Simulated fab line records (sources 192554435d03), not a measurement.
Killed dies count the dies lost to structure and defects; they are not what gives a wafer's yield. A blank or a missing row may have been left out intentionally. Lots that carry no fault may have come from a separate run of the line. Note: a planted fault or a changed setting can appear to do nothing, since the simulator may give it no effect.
Which tool did it?	flow n5 finfet	11 lots, 33 wafers sampled, at 3 steps of a route of 1938

WHAT THE GAUGES SHOWED, per wafer
N5_DUMMY_REMOVAL_INSPECT_06: inspects for defects (brightfield).
lot	measured	on	raw defect count
L917	day 4 01:34	defect inspect-01	19 12 19
L918	day 4 05:37	defect inspect-02	10 4 9
L919	day 4 10:10	defect inspect-01	4 10 14
L921	day 5 04:00	defect inspect-02	4 18 15
L923	day 5 13:11	defect inspect-02	12 15 8
L932	day 7 20:52	defect inspect-01	8 8 10
L933	day 7 21:14	defect inspect-01	9 8 10
L937	day 8 21:46	defect inspect-02	16 14 15
L938	day 9 06:14	defect inspect-01	16 9 20
L939	day 9 11:21	defect inspect-01	11 14 13
L940	day 9 19:01	defect inspect-02	7 12 10

TOOL THAT RAN EACH LOT (tool first, then ch and the chambers of the sampled wafers, then the start)
lot	N5_SDB_STRIP_21	N5_SDB_HM_OPEN_20
L917	rie diel-06 ch 0,3, day 3 20:53	rie diel-06 ch 0,3, day 3 20:55
L918	rie diel-02 ch 1,2,3, day 4 01:22	rie diel-02 ch 1,2,3, day 4 01:23
L919	rie diel-06 ch 0,2, day 4 06:14	rie diel-06 ch 0,2, day 4 06:15
L921	rie diel-02 ch 2, day 4 23:56	rie diel-02 ch 2, day 4 23:58
L923	rie diel-06 ch 0,1,3, day 5 08:47	rie diel-06 ch 0,1,3, day 5 08:49
L932	rie diel-02 ch 0,1, day 7 16:56	rie diel-02 ch 0,1, day 7 16:58
L933	rie diel-02 ch 0,2, day 7 17:22	rie diel-02 ch 0,2, day 7 17:23
L937	rie diel-06 ch 0,2,3, day 8 17:35	rie diel-06 ch 0,2,3, day 8 17:36
L938	rie diel-01 ch 0,1,3, day 9 01:41	rie diel-01 ch 0,1,3, day 9 01:42
L939	rie diel-06 ch 0,2, day 9 07:22	rie diel-06 ch 0,2, day 9 07:23
L940	rie diel-02 ch 0,1,3, day 9 15:08	rie diel-02 ch 0,1,3, day 9 15:10
- N5_SDB_STRIP_21: strips in CF4.
- N5_SDB_HM_OPEN_20: chemistry CH3F/O2, target SiNx, stops on poly-Si, target depth 24 nm.

THE ANSWER, worked out from the rows above alone
Rule: the usual values come from the lots themselves. The widest of any qualifying gaps counts: lots, ordered by their means at a reading, are off when they make up no more than a third of the lots, leave a main group of 4 or more, and stand apart from it by 3 or more times the standard deviation of that group's means. A main group whose means are all the same, to the digits that the tables above print for the reading, isn't used. Also off: a lot with no number at a reading for which 4 or more lots have one. Any other lot the step has rows for is counted as sound.
No lot is off at any reading shown: from this, nothing can be told.

WHAT THE SIMULATOR HAD PUT IN
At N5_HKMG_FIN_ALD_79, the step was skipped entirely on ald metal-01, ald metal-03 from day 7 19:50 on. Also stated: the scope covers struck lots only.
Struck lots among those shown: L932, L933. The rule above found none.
